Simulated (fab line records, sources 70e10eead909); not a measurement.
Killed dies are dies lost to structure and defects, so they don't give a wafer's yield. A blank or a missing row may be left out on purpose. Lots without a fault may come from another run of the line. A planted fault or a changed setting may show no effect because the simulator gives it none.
Chamber matching | flow nand_harc | NHARC_A_CHANNEL_FILL_D2_ALD_16 on ald_hk-03: 4 sister chambers
The step deposits SiO2, target thk 1.5 nm, pulse time 10 s, ald cycles 15. 4 wafers are shown with their chamber, then 10 later ones without.

WAFERS WITH THEIR CHAMBER
wafer  | chamber | heater_power_w (W)
L086.3 | 0       | 536
L088.6 | 1       | 518
L090.2 | 3       | 561
L090.4 | 2       | 505

WAFERS WITHOUT THEIR CHAMBER
wafer  | heater_power_w (W)
L090.5 | 552
L092.2 | 508
L092.4 | 565
L092.6 | 483
L093.1 | 533
L093.2 | 505
L093.5 | 489
L095.1 | 492
L095.2 | 567
L095.6 | 495

WHICH CHAMBER EACH WENT THROUGH
wafer  | from the rows above     | in truth
L090.5 | can't be placed: 3 or 0 | 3
L092.2 | can't be placed: 2 or 1 | 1
L092.4 | 3                       | 3
L092.6 | can't be placed: 2 or 1 | 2
L093.1 | can't be placed: 0 or 1 | 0
L093.2 | can't be placed: 2 or 1 | 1
L093.5 | can't be placed: 2 or 1 | 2
L095.1 | can't be placed: 2 or 1 | 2
L095.2 | 3                       | 3
L095.6 | can't be placed: 2 or 1 | 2
Placed correctly: 2 of 10. Can't be placed from these rows: 8 (the true chamber is among the candidates in 8). Placed wrongly: 0.
How it was worked out, from the rows above alone: a wafer's distance from a chamber is the root of the sum, over the readings, of the square of ((its reading less the chamber's mean) divided by the reading's scatter). The wafer belongs to the nearest chamber; if the next one is less than 2 further off, it can't be placed. A chamber's mean is the mean of its shown wafers. The scatter: with one shown wafer a chamber, the root of the mean of the squares of how far each hidden wafer lies from its nearest shown one.
